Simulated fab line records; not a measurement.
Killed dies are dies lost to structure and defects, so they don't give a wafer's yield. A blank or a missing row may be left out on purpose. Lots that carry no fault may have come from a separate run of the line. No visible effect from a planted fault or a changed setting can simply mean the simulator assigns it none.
fab line records	flow n5Finfet
record: lots: 24	wafers: 72	lastDay: 19
route steps=1938 shown FIN_CUT@172 STI_FIN_REVEAL@188
lots with no fault: from the same line, run without faults
startH: hours from the record's opening day to when the first of the lot's shown wafers began	waitH: hours from the lot's prior step to this one	" repeats the value in the row above	L1.1+2: a row that stands for several wafers	- no value present, or no start provided	* or withheld: withheld	< > ~ a bound
route shown NAME@n: NAME is a module with steps in the file, n the number in the route of the first one	usual: the fault-free wafers' mean and standard deviation	same: alike in all rows	chamber/n: place in a boat	sites: the reading at each site	_std_site: the values' standard deviation	_edge_site: outer sites' mean less inner sites'	radiusMm: for every site, how far away it sits from the centre of the wafer	mask NAME#n: copy n	behind: tool/chamber where the wafer was last shaped	hold: reason for holding the lot/hours on hold/outcome of the hold	device: the n, p or np transistor that did not switch	end of line: the tests these same wafers got at the end of their route	where a step has no rows: the recipe by itself	killed: dies that structure and defects cost at the first sort, which is not the same as the wafer's yield	map: dies across one wafer; x = killed, . = not, _ = none there
set.NAME: the setting that was run; set.NAME@STEP: the one run at that earlier step	model.NAME: the simulator's own value behind a step, which no gauge read
route steps across a sampled set of lots; one table per step, one row per wafer
services: the hour from which a tool's chamber was out of use, counted from the record's first day as startH (under 0 if before that day), plus the number of hours and why
== steps ==
step: N5_FIN_CUT_STRIP_24
recipe: chemistry: CF4	resist: SiARC	powerW: 300	biasPowerW: 75	pressureMtorr: 50	cf4FlowSccm: 150	rfFrequencyHz: 6e+07
usual: drypumpMotorCurrentA: 5.8/0.47	oesProductAu: 0.77/0.085	powerW: 299.9/0.92	rfVppV: 271.4/1.5	showerheadPlenumPTorr: 1.80/0.06	throttleValvePct: 13.64/0.23
lot.wafer	tool	chamber	startH	waitH	drypumpMotorCurrentA	oesProductAu	powerW	rfHoursCounterH	rfVppV	showerheadPlenumPTorr	throttleValvePct
L074.1	rieDiel-02	2	30.08	0.0	5.3	0.84	298.7	61	270.4	1.74	13.41
L074.3	"	1	"	"	6.6	0.68	299.3	237	267.9	1.69	13.77
L074.6	"	2	"	"	5.3	0.85	299.1	-	270.6	1.74	13.41
L075.2	rieDiel-02	0	33.98	0.0	6.1	0.72	300.8	198	271.4	1.86	13.41
L075.4	"	3	"	"	5.2	0.68	300.0	244	272.7	1.83	14.16
L075.6	"	3	"	"	5.2	0.68	300.1	-	272.2	1.83	14.14
L076.1	rieDiel-05	3	41.01	0.0	5.1	0.74	298.7	156	270.9	1.78	13.27
L076.4	"	2	"	"	6.0	0.79	299.2	97	273.3	1.87	13.83
L076.5	"	0	"	"	5.8	0.72	300.0	-	272.7	1.78	13.80
L077.1	rieDiel-06	3	46.64	0.0	6.0	0.74	299.6	154	267.7	1.73	13.80
L077.4	"	0	"	"	5.2	0.79	301.3	95	268.3	1.67	13.73
L077.5	"	2	"	"	6.1	0.67	299.6	-	272.5	1.85	14.10
L078.1	rieDiel-02	1	52.77	0.0	6.5	0.68	298.8	245	269.6	1.69	13.79
L078.3	"	2	"	"	5.3	0.83	299.4	70	272.4	1.74	13.41
L078.4	"	1	"	"	6.6	0.68	299.3	-	269.4	1.69	13.77
L079.1	rieDiel-06	3	59.69	0.0	6.0	0.73	298.8	158	269.0	1.73	13.81
L079.4	"	2	"	"	6.1	0.68	300.5	-	271.7	1.84	14.12
L079.6	"	1	"	"	6.4	0.78	299.5	-	271.1	1.78	13.79
L080.1	rieDiel-05	2	64.14	0.0	6.0	0.78	300.9	105	273.5	1.87	13.89
L080.4	"	3	"	"	5.2	0.74	300.1	166	271.1	1.78	13.30
L080.6	"	3	"	"	5.1	0.74	301.2	-	270.0	1.78	13.30
L081.1	rieDiel-05	2	71.76	0.0	6.0	0.78	299.9	107	274.4	1.87	13.86
L081.3	"	3	"	"	5.2	0.74	298.7	168	271.2	1.78	13.32
L081.4	"	0	"	"	5.7	0.72	299.6	218	271.2	1.78	13.82
L082.3	rieDiel-02	2	77.95	0.0	5.3	0.83	298.3	81	270.1	1.73	13.46
L082.4	"	3	"	"	5.2	0.96	301.2	-	271.7	1.83	13.60
L082.6	"	2	"	"	5.3	0.83	300.2	-	270.5	1.73	13.44
L083.2	rieDiel-02	3	84.81	0.0	5.2	0.94	300.0	9	272.5	1.83	13.60
L083.4	"	0	"	"	6.1	0.71	300.4	-	272.3	1.85	13.45
L083.6	"	2	"	"	5.3	0.82	299.2	-	269.8	1.73	13.44
L084.1	rieDiel-05	0	93.51	0.0	5.8	0.71	301.6	226	271.5	1.77	13.83
L084.4	"	3	"	"	5.1	0.73	298.6	176	271.1	1.78	13.34
L084.6	"	0	"	"	5.8	0.71	300.5	-	271.4	1.77	13.86
L085.2	rieDiel-02	0	101.40	0.0	6.2	0.70	299.8	226	272.7	1.85	13.48
L085.3	"	2	"	"	5.3	0.81	298.0	91	270.7	1.73	13.49
L085.4	"	1	"	"	6.5	0.96	300.3	1	273.2	1.90	13.24
L086.1	rieDiel-06	2	101.72	0.0	6.1	0.67	300.3	247	273.5	1.84	14.13
L086.5	"	0	"	"	5.2	0.78	302.1	-	268.8	1.67	13.72
L086.6	"	1	"	"	6.5	0.76	301.0	-	271.1	1.78	13.84
L087.1	rieDiel-02	0	106.72	0.0	6.2	0.70	298.5	227	272.3	1.85	13.47
L087.2	"	1	"	"	6.5	0.94	300.4	3	274.4	1.90	13.22
L087.5	"	0	"	"	6.2	0.70	299.2	-	271.5	1.85	13.47
L088.1	rieDiel-06	1	112.78	0.0	6.5	0.75	299.1	154	273.0	1.78	13.84
L088.3	"	3	"	"	5.9	0.72	301.5	178	269.7	1.72	13.86
L088.6	"	3	"	"	6.0	0.72	300.7	-	269.9	1.72	13.86
L089.2	rieDiel-02	3	117.66	0.0	5.2	0.91	299.1	21	273.0	1.82	13.63
L089.3	"	2	"	"	5.3	0.80	299.2	97	270.8	1.73	13.48
L089.6	"	2	"	"	5.3	0.80	299.4	-	269.3	1.73	13.47
L090.3	rieDiel-02	1	125.75	0.0	6.6	0.92	300.3	8	274.1	1.89	13.25
L090.4	"	3	"	"	5.2	0.91	298.6	23	273.4	1.83	13.64
L090.5	"	2	"	"	5.3	0.80	301.0	-	270.5	1.73	13.48
L091.1	rieDiel-02	2	129.99	0.0	5.3	0.81	300.7	101	270.5	1.73	13.51
L091.2	"	1	"	"	6.5	0.91	299.6	10	273.8	1.89	13.23
L091.6	"	0	"	"	6.1	0.69	300.3	-	272.4	1.85	13.50
L092.1	rieDiel-06	0	136.04	0.0	5.2	0.78	299.6	109	268.8	1.67	13.74
L092.2	"	1	"	"	6.5	0.76	298.2	162	271.0	1.78	13.87
L092.6	"	1	"	"	6.5	0.75	300.1	-	269.9	1.78	13.85
L093.1	rieDiel-05	1	141.93	0.0	5.6	0.69	300.6	211	272.5	1.84	13.61
L093.4	"	3	"	"	5.1	0.72	298.5	190	271.6	1.77	13.35
L093.6	"	0	"	"	5.8	0.70	300.4	-	271.3	1.77	13.89
L094.1	rieDiel-05	2	146.82	0.0	6.0	0.76	298.9	129	273.1	1.86	13.93
L094.2	"	0	"	"	5.8	0.70	298.5	241	269.1	1.77	13.88
L094.5	"	0	"	"	5.8	0.70	300.0	-	270.5	1.77	13.86
L095.2	rieDiel-05	1	152.78	0.0	5.6	0.69	300.8	214	272.8	1.84	13.63
L095.5	"	3	"	"	5.1	0.72	298.8	-	269.7	1.77	13.34
L095.6	"	0	"	"	5.8	0.70	300.4	-	270.3	1.77	13.89
L096.2	rieDiel-05	1	165.72	0.0	5.6	0.69	302.0	216	273.2	1.84	13.63
L096.4	"	0	"	"	5.8	0.70	300.1	245	269.3	1.77	13.90
L096.5	"	1	"	"	5.6	0.68	299.5	-	271.0	1.84	13.62
L097.2	rieDiel-02	1	166.08	0.0	6.6	0.89	301.0	18	273.7	1.89	13.26
L097.3	"	0	"	"	6.2	0.69	301.2	242	271.4	1.85	13.49
L097.6	"	0	"	"	6.2	0.68	299.0	-	272.1	1.85	13.52
step: N5_FIN_CUT_PRECLEAN_35
recipe: timeS: 13.3	tempC: 45	pressureTorr: 125	pHfTorr: 3	pCoreactantTorr: 25	chemistry: vHF
usual: drypumpMotorCurrentA: 6.23/0.25	pressureTorr: 125.01/0.26
lot.wafer	tool	chamber	startH	waitH	drypumpMotorCurrentA	pressureTorr
L074.1	vaporEtch-01	1	30.22	0.0	6.62	124.94
L074.3	"	1	"	"	6.60	125.05
L074.6	"	1	"	"	6.63	124.79
L075.2	vaporEtch-02	1	34.11	0.0	6.16	124.79
L075.4	"	0	"	"	6.13	124.68
L075.6	"	1	"	"	6.16	124.76
L076.1	vaporEtch-01	1	41.14	0.0	6.60	124.80
L076.4	"	1	"	"	6.61	124.80
L076.5	"	0	"	"	5.96	125.12
L077.1	vaporEtch-02	1	46.77	0.0	6.17	124.82
L077.4	"	0	"	"	6.19	124.86
L077.5	"	1	"	"	6.19	124.63
L078.1	vaporEtch-02	0	52.91	0.0	6.20	125.19
L078.3	"	1	"	"	6.18	124.53
L078.4	"	0	"	"	6.16	124.90
L079.1	vaporEtch-01	0	59.83	0.0	5.94	124.59
L079.4	"	1	"	"	6.60	125.32
L079.6	"	1	"	"	6.62	125.42
L080.1	vaporEtch-01	0	64.28	0.1	5.95	124.99
L080.4	"	1	"	"	6.63	125.19
L080.6	"	0	"	"	5.94	125.27
L081.1	vaporEtch-02	1	72.20	0.4	6.15	125.33
L081.3	"	0	"	"	6.15	125.04
L081.4	"	1	"	"	6.16	125.09
L082.3	vaporEtch-02	0	78.10	0.1	6.14	124.86
L082.4	"	1	"	"	6.16	125.00
L082.6	"	1	"	"	6.18	124.92
L083.2	vaporEtch-01	0	84.95	0.0	5.93	125.17
L083.4	"	0	"	"	5.95	125.04
L083.6	"	0	"	"	5.96	125.18
L084.1	vaporEtch-02	0	93.64	0.0	6.15	125.03
L084.4	"	1	"	"	6.17	124.92
L084.6	"	0	"	"	6.19	124.77
L085.2	vaporEtch-01	0	101.54	0.0	5.93	125.21
L085.3	"	0	"	"	5.93	125.03
L085.4	"	1	"	"	6.60	125.22
L086.1	vaporEtch-01	1	101.96	0.2	6.61	125.07
L086.5	"	0	"	"	5.95	125.25
L086.6	"	1	"	"	6.61	124.88
L087.1	vaporEtch-01	1	106.85	0.0	6.61	124.87
L087.2	"	0	"	"	5.95	125.23
L087.5	"	1	"	"	6.61	124.71
L088.1	vaporEtch-01	0	112.91	0.0	5.95	124.97
L088.3	"	1	"	"	6.61	124.59
L088.6	"	1	"	"	6.59	125.07
L089.2	vaporEtch-02	1	117.80	0.0	6.19	125.21
L089.3	"	1	"	"	6.21	125.31
L089.6	"	1	"	"	6.20	125.54
L090.3	vaporEtch-01	0	125.91	0.1	5.95	125.56
L090.4	"	1	"	"	6.60	125.10
L090.5	"	0	"	"	5.94	125.56
L091.1	vaporEtch-02	0	130.12	0.0	6.16	125.25
L091.2	"	1	"	"	6.20	125.02
L091.6	"	0	"	"	6.15	124.93
L092.1	vaporEtch-01	1	136.17	0.0	6.62	124.93
L092.2	"	0	"	"	5.92	125.14
L092.6	"	0	"	"	5.93	125.07
L093.1	vaporEtch-01	1	142.07	0.0	6.60	125.17
L093.4	"	0	"	"	5.93	124.63
L093.6	"	1	"	"	6.63	125.45
L094.1	vaporEtch-02	0	146.95	0.0	6.13	125.38
L094.2	"	1	"	"	6.18	125.33
L094.5	"	1	"	"	6.18	125.35
L095.2	vaporEtch-02	0	152.91	0.0	6.22	124.98
L095.5	"	1	"	"	6.21	125.15
L095.6	"	0	"	"	6.21	124.99
L096.2	vaporEtch-01	1	165.85	0.0	6.64	124.86
L096.4	"	1	"	"	6.62	124.51
L096.5	"	0	"	"	5.93	125.24
L097.2	vaporEtch-02	0	166.22	0.0	6.17	124.69
L097.3	"	1	"	"	6.17	124.83
L097.6	"	0	"	"	6.16	124.72
step: N5_FIN_CUT_CUT_ETCH_28
recipe: chemistry: HBr/Cl2/O2	target: Si	targetDepthA: 60	maskMaterial: SOC	timeS: 2.4	ionEnergyEv: *	biasW: *	pressureMtorr: 10	icpW: 800	HBr_flow_sccm: 150	Cl2_flow_sccm: 80	O2_flow_sccm: 12
usual: drypumpMotorCurrentA: 5.5/0.34	oesProductAu: 1.004/0.0093	throttleValvePct: 37.21/0.26
lot.wafer	tool	chamber	startH	waitH	drypumpMotorCurrentA	oesProductAu	rfHoursCounterH	throttleValvePct
L074.1	rieSi-03	3	30.35	0.0	5.5	1.004	92	37.19
L074.3	"	1	"	"	5.3	1.001	149	37.17
L074.6	"	0	"	"	5.1	1.009	-	37.56
L075.2	rieSi-02	2	34.24	0.0	6.3	1.004	92	37.02
L075.4	"	0	"	"	5.7	1.022	5	37.08
L075.6	"	3	"	"	5.4	0.993	-	37.41
L076.1	rieSi-03	3	41.28	0.0	5.5	1.015	92	37.19
L076.4	"	2	"	"	5.2	1.003	145	36.98
L076.5	"	3	"	"	5.5	1.013	-	37.19
L077.1	rieSi-06	1	46.91	0.0	5.7	0.993	120	37.80
L077.4	"	2	"	"	5.7	0.999	155	36.63
L077.5	"	3	"	"	6.3	0.986	-	37.44
L078.1	rieSi-06	1	53.04	0.0	5.7	0.983	120	37.81
L078.3	"	0	"	"	5.4	1.000	160	37.55
L078.4	"	2	"	"	5.7	0.984	155	36.64
L079.1	rieSi-02	0	59.96	0.0	5.6	1.028	5	37.05
L079.4	"	2	"	"	6.3	1.007	93	37.02
L079.6	"	1	"	"	5.6	1.014	-	36.93
L080.1	rieSi-03	3	64.42	0.0	5.5	1.010	93	37.20
L080.4	"	1	"	"	5.3	1.003	150	37.16
L080.6	"	3	"	"	5.5	1.012	-	37.18
L081.1	rieSi-03	3	72.34	0.0	5.5	1.013	93	37.18
L081.3	"	1	"	"	5.3	1.006	150	37.16
L081.4	"	2	"	"	5.2	1.008	146	36.97
L082.3	rieSi-06	3	78.22	0.0	6.3	0.996	117	37.46
L082.4	"	0	"	"	5.4	1.001	160	37.52
L082.6	"	3	"	"	6.3	1.001	-	37.46
L083.2	rieSi-03	2	85.08	0.0	5.2	1.005	146	36.98
L083.4	"	3	"	"	5.5	1.010	93	37.20
L083.6	"	3	"	"	5.5	1.014	-	37.19
L084.1	rieSi-02	2	93.78	0.0	6.3	1.001	94	37.01
L084.4	"	3	"	"	5.4	0.995	91	37.40
L084.6	"	3	"	"	5.4	0.993	-	37.41
L085.2	rieSi-03	1	101.67	0.0	5.2	0.999	150	37.15
L085.3	"	3	"	"	5.5	1.002	93	37.18
L085.4	"	2	"	"	5.2	1.005	146	36.98
L086.1	rieSi-02	1	102.09	0.0	5.6	0.999	150	36.93
L086.5	"	1	"	"	5.6	1.014	-	36.92
L086.6	"	2	"	"	6.3	1.006	-	37.02
L087.1	rieSi-02	0	106.99	0.0	5.7	1.021	6	37.06
L087.2	"	1	"	"	5.6	1.006	150	36.93
L087.5	"	3	"	"	5.3	0.999	-	37.39
L088.1	rieSi-03	2	113.05	0.0	5.2	1.002	146	36.98
L088.3	"	3	"	"	5.5	1.013	94	37.18
L088.6	"	0	"	"	5.1	1.006	-	37.56
L089.2	rieSi-06	2	117.93	0.0	5.6	0.994	156	36.64
L089.3	"	1	"	"	5.7	0.999	121	37.81
L089.6	"	1	"	"	5.7	0.988	-	37.81
L090.3	rieSi-03	0	126.02	0.0	5.1	1.006	3	37.54
L090.4	"	3	"	"	5.5	1.008	94	37.19
L090.5	"	3	"	"	5.5	1.008	-	37.20
L091.1	rieSi-02	0	130.26	0.0	5.7	1.025	7	37.07
L091.2	"	1	"	"	5.6	1.009	151	36.92
L091.6	"	1	"	"	5.6	1.006	-	36.94
L092.1	rieSi-03	1	136.33	0.0	5.3	1.008	151	37.18
L092.2	"	0	"	"	5.1	1.006	3	37.56
L092.6	"	3	"	"	5.5	1.015	-	37.18
L093.1	rieSi-03	1	142.22	0.0	5.3	1.003	151	37.16
L093.4	"	2	"	"	5.2	1.005	147	36.99
L093.6	"	2	"	"	5.1	1.001	-	36.99
L094.1	rieSi-03	0	147.09	0.0	5.2	0.993	3	37.54
L094.2	"	2	"	"	5.1	1.011	147	37.00
L094.5	"	1	"	"	5.3	0.997	-	37.17
L095.2	rieSi-03	2	153.04	0.0	5.2	1.008	147	36.97
L095.5	"	0	"	"	5.1	0.996	-	37.54
L095.6	"	3	"	"	5.5	1.005	-	37.17
L096.2	rieSi-03	2	165.99	0.0	5.2	1.006	148	36.98
L096.4	"	3	"	"	5.5	1.011	95	37.19
L096.5	"	3	"	"	5.5	1.015	-	37.18
L097.2	rieSi-02	1	166.35	0.0	5.6	1.005	152	36.92
L097.3	"	0	"	"	5.6	1.025	7	37.07
L097.6	"	1	"	"	5.6	1.004	-	36.91
step: N5_STI_FIN_REVEAL_THK_MEAS_05
usual: thkNm: 132.2/0.91
lot.wafer	tool	chamber	startH	waitH	thkNm
L074.1	filmMetro-01	-	36.00	-	132.4
L074.3	"	-	"	"	131.4
L074.6	"	-	"	"	132.6
L075.2	filmMetro-01	-	39.98	-	131.6
L075.4	"	-	"	"	131.5
L075.6	"	-	"	"	132.4
L076.1	filmMetro-02	-	47.62	-	131.7
L076.4	"	-	"	"	132.4
L076.5	"	-	"	"	132.0
L077.1	filmMetro-02	-	52.73	-	130.9
L077.4	"	-	"	"	132.6
L077.5	"	-	"	"	130.4
L078.1	filmMetro-01	-	58.72	-	131.6
L078.3	"	-	"	"	132.2
L078.4	"	-	"	"	130.8
L079.1	filmMetro-01	-	67.25	-	130.8
L079.4	"	-	"	"	131.8
L079.6	"	-	"	"	131.7
L080.1	filmMetro-01	-	70.17	-	132.8
L080.4	"	-	"	"	132.4
L080.6	"	-	"	"	133.1
L081.1	filmMetro-02	-	78.31	-	132.8
L081.3	"	-	"	"	129.9
L081.4	"	-	"	"	133.6
L082.3	filmMetro-01	-	84.44	-	131.5
L082.4	"	-	"	"	132.2
L082.6	"	-	"	"	132.7
L083.2	filmMetro-01	-	91.48	-	130.8
L083.4	"	-	"	"	131.9
L083.6	"	-	"	"	131.4
L084.1	filmMetro-02	-	99.89	-	132.1
L084.4	"	-	"	"	133.0
L084.6	"	-	"	"	131.5
L085.2	filmMetro-02	-	107.36	-	132.9
L085.3	"	-	"	"	132.7
L085.4	"	-	"	"	131.9
L086.1	filmMetro-01	-	107.75	-	132.5
L086.5	"	-	"	"	132.7
L086.6	"	-	"	"	131.6
L087.1	filmMetro-01	-	112.63	-	132.3
L087.2	"	-	"	"	131.7
L087.5	"	-	"	"	131.6
L088.1	filmMetro-01	-	118.75	-	133.3
L088.3	"	-	"	"	134.1
L088.6	"	-	"	"	133.8
L089.2	filmMetro-02	-	123.58	-	132.0
L089.3	"	-	"	"	132.6
L089.6	"	-	"	"	131.6
L090.3	filmMetro-02	-	131.67	-	130.3
L090.4	"	-	"	"	132.8
L090.5	"	-	"	"	131.6
L091.1	filmMetro-02	-	135.92	-	132.9
L091.2	"	-	"	"	131.3
L091.6	"	-	"	"	131.5
L092.1	filmMetro-02	-	141.98	-	130.8
L092.2	"	-	"	"	131.3
L092.6	"	-	"	"	132.5
L093.1	filmMetro-02	-	148.83	-	133.6
L093.4	"	-	"	"	132.7
L093.6	"	-	"	"	132.3
L094.1	filmMetro-02	-	153.43	-	133.7
L094.2	"	-	"	"	133.5
L094.5	"	-	"	"	133.7
L095.2	filmMetro-01	-	158.69	-	131.6
L095.5	"	-	"	"	132.0
L095.6	"	-	"	"	131.5
L096.2	filmMetro-02	-	172.80	-	133.8
L096.4	"	-	"	"	133.1
L096.5	"	-	"	"	132.4
L097.2	filmMetro-01	-	173.03	-	133.5
L097.3	"	-	"	"	132.5
L097.6	"	-	"	"	131.9
step: N5_STI_FIN_REVEAL_OXIDATION_33
recipe: chemistry: O2_PLASMA_REMOTE	tempC: 150	timeS: 20	pressureMtorr: 1000	sourcePowerW: 2000	o2FlowSccm: 3000
usual: drypumpMotorCurrentA: 5.89/0.2	heaterPowerW: 143/13
lot.wafer	tool	chamber	startH	waitH	drypumpMotorCurrentA	heaterPowerW	rfHoursCounterH
L074.1	plasmaAsher-01	0	39.26	0.0	5.99	147	27
L074.3	"	0	"	"	6.04	146	-
L074.6	"	0	"	"	6.01	150	-
L075.2	plasmaAsher-01	1	43.06	0.0	5.75	134	28
L075.4	"	0	"	"	6.01	148	-
L075.6	"	1	"	"	5.79	128	-
L076.1	plasmaAsher-01	0	50.67	0.0	6.02	147	29
L076.4	"	1	"	"	5.77	128	-
L076.5	"	0	"	"	6.02	148	-
L077.1	plasmaAsher-02	0	55.76	0.0	6.14	130	72
L077.4	"	0	"	"	6.17	131	-
L077.5	"	1	"	"	5.60	158	-
L078.1	plasmaAsher-02	0	61.96	0.0	6.12	131	74
L078.3	"	1	"	"	5.62	162	-
L078.4	"	0	"	"	6.13	134	-
L079.1	plasmaAsher-01	1	70.26	0.0	5.77	131	33
L079.4	"	0	"	"	6.02	147	-
L079.6	"	1	"	"	5.78	133	-
L080.1	plasmaAsher-02	1	73.30	0.0	5.62	164	77
L080.4	"	1	"	"	5.58	164	-
L080.6	"	1	"	"	5.61	165	-
L081.1	plasmaAsher-01	0	81.50	0.0	6.00	144	36
L081.3	"	0	"	"	6.01	146	-
L081.4	"	1	"	"	5.80	133	-
L082.3	plasmaAsher-01	0	87.86	0.0	6.03	150	-
L082.4	"	1	"	"	5.77	129	-
L082.6	"	1	"	"	5.78	128	-
L083.2	plasmaAsher-01	1	94.65	0.0	5.76	129	39
L083.4	"	1	"	"	5.77	132	-
L083.6	"	0	"	"	6.02	147	-
L084.1	plasmaAsher-01	0	103.50	0.0	6.03	151	41
L084.4	"	0	"	"	6.04	150	-
L084.6	"	0	"	"	6.02	147	-
L085.2	plasmaAsher-02	1	110.42	0.0	5.66	164	84
L085.3	"	0	"	"	6.17	130	-
L085.4	"	1	"	"	5.64	161	-
L086.1	plasmaAsher-01	1	110.90	0.0	5.80	133	42
L086.5	"	0	"	"	6.02	150	-
L086.6	"	1	"	"	5.80	133	-
L087.1	plasmaAsher-02	1	115.71	0.0	5.64	163	85
L087.2	"	0	"	"	6.13	133	85
L087.5	"	0	"	"	6.08	131	-
L088.1	plasmaAsher-02	1	122.06	0.0	5.59	157	86
L088.3	"	0	"	"	6.14	131	-
L088.6	"	1	"	"	5.60	162	-
L089.2	plasmaAsher-02	0	126.77	0.0	6.14	131	87
L089.3	"	0	"	"	6.15	133	-
L089.6	"	0	"	"	6.18	129	-
L090.3	plasmaAsher-02	1	135.04	0.0	5.60	167	-
L090.4	"	0	"	"	6.17	130	-
L090.5	"	1	"	"	5.62	165	-
L091.1	plasmaAsher-02	0	139.73	0.0	6.15	130	89
L091.2	"	1	"	"	5.58	157	89
L091.6	"	1	"	"	5.58	164	-
L092.1	plasmaAsher-01	0	145.58	0.0	6.07	151	49
L092.2	"	1	"	"	5.77	128	49
L092.6	"	0	"	"	6.04	148	-
L093.1	plasmaAsher-01	1	154.60	0.1	5.79	131	53
L093.4	"	1	"	"	5.78	130	-
L093.6	"	0	"	"	6.08	152	-
L094.1	plasmaAsher-01	1	156.61	0.0	5.78	132	53
L094.2	"	0	"	"	6.04	148	53
L094.5	"	1	"	"	5.79	132	-
L095.2	plasmaAsher-01	0	162.28	0.0	6.04	149	56
L095.5	"	0	"	"	6.02	148	-
L095.6	"	1	"	"	5.81	131	-
L096.2	plasmaAsher-01	1	177.55	0.0	5.75	128	59
L096.4	"	0	"	"	6.02	145	-
L096.5	"	1	"	"	5.77	129	-
L097.2	plasmaAsher-02	0	178.01	0.0	6.08	129	93
L097.3	"	1	"	"	5.61	164	-
L097.6	"	1	"	"	5.61	162	-
step: N5_STI_FIN_REVEAL_CD_MEAS_22
recipe: targetCdNm: 6.238	pitchNm: 28	polarity: line
usual: cdNm: 6.18/0.27
lot.wafer	tool	chamber	startH	waitH	cdNm
L074.1	cdSem-03	-	39.42	0.0	6.64
L074.3	"	-	"	"	5.76
L074.6	"	-	"	"	6.40
L075.2	cdSem-02	-	43.22	0.0	5.66
L075.4	"	-	"	"	6.48
L075.6	"	-	"	"	6.26
L076.1	cdSem-03	-	50.83	0.0	6.11
L076.4	"	-	"	"	6.26
L076.5	"	-	"	"	6.11
L077.1	cdSem-02	-	55.92	0.0	6.55
L077.4	"	-	"	"	6.17
L077.5	"	-	"	"	6.60
L078.1	cdSem-01	-	62.13	0.0	6.41
L078.3	"	-	"	"	6.61
L078.4	"	-	"	"	6.36
L079.1	cdSem-03	-	70.42	0.0	6.07
L079.4	"	-	"	"	5.65
L079.6	"	-	"	"	6.10
L080.1	cdSem-03	-	73.48	0.0	5.66
L080.4	"	-	"	"	6.01
L080.6	"	-	"	"	5.59
L081.1	cdSem-02	-	81.66	0.0	5.93
L081.3	"	-	"	"	5.95
L081.4	"	-	"	"	6.42
L082.3	cdSem-03	-	88.01	0.0	6.55
L082.4	"	-	"	"	6.41
L082.6	"	-	"	"	6.18
L083.2	cdSem-02	-	94.82	0.0	6.08
L083.4	"	-	"	"	6.04
L083.6	"	-	"	"	5.94
L084.1	cdSem-01	-	103.67	0.0	6.21
L084.4	"	-	"	"	6.74
L084.6	"	-	"	"	5.86
L085.2	cdSem-03	-	110.59	0.0	6.56
L085.3	"	-	"	"	6.12
L085.4	"	-	"	"	6.13
L086.1	cdSem-01	-	111.06	0.0	6.06
L086.5	"	-	"	"	5.94
L086.6	"	-	"	"	6.00
L087.1	cdSem-01	-	115.93	0.0	6.50
L087.2	"	-	"	"	6.27
L087.5	"	-	"	"	6.45
L088.1	cdSem-03	-	122.23	0.0	6.82
L088.3	"	-	"	"	6.30
L088.6	"	-	"	"	5.98
L089.2	cdSem-03	-	126.94	0.0	6.18
L089.3	"	-	"	"	6.03
L089.6	"	-	"	"	6.38
L090.3	cdSem-01	-	135.18	0.0	6.14
L090.4	"	-	"	"	5.85
L090.5	"	-	"	"	5.99
L091.1	cdSem-02	-	139.89	0.0	6.59
L091.2	"	-	"	"	6.17
L091.6	"	-	"	"	6.21
L092.1	cdSem-02	-	145.75	0.0	5.83
L092.2	"	-	"	"	6.66
L092.6	"	-	"	"	6.47
L093.1	cdSem-01	-	154.76	0.0	6.38
L093.4	"	-	"	"	5.95
L093.6	"	-	"	"	6.31
L094.1	cdSem-03	-	156.77	0.0	6.36
L094.2	"	-	"	"	6.01
L094.5	"	-	"	"	5.96
L095.2	cdSem-02	-	162.44	0.0	5.70
L095.5	"	-	"	"	6.00
L095.6	"	-	"	"	6.14
L096.2	cdSem-03	-	177.71	0.0	6.13
L096.4	"	-	"	"	6.19
L096.5	"	-	"	"	6.01
L097.2	cdSem-02	-	178.18	0.0	5.99
L097.3	"	-	"	"	6.00
L097.6	"	-	"	"	6.14
== services ==
tool	chamber	startH	hours	kind
rieDiel-06	-	23.51	0.1	repair
rieDiel-06	3	41.17	1.7	repair
rieDiel-02	3	49.74	-	clean
rieDiel-02	3	49.74	-	consumableReplace:focusRing
rieDiel-02	3	49.74	12.9	scheduledDown
rieDiel-02	3	49.74	12.9	ventCycle
rieDiel-06	0	57.25	43.9	repair
rieDiel-02	1	62.64	-	clean
rieDiel-02	1	62.64	-	consumableReplace:focusRing
rieDiel-02	1	62.64	-	consumableReplace:showerhead
rieDiel-02	1	62.64	36.3	scheduledDown
rieDiel-02	1	62.64	36.3	ventCycle
rieSi-02	0	73.47	6.2	repair
rieDiel-06	2	76.37	23.5	repair
rieDiel-06	0	117.80	3.6	repair
rieDiel-06	2	121.62	-	clean
rieDiel-06	2	121.62	-	consumableReplace:focusRing
rieDiel-06	2	121.62	13.3	scheduledDown
rieDiel-06	2	121.62	13.3	ventCycle
plasmaAsher-02	-	140.98	21.8	repair
rieDiel-02	-	145.67	1.1	repair
rieSi-02	3	174.52	23.4	repair
rieSi-02	0	175.83	7.0	repair
rieDiel-06	3	177.16	1.4	repair
== key ==
fault none
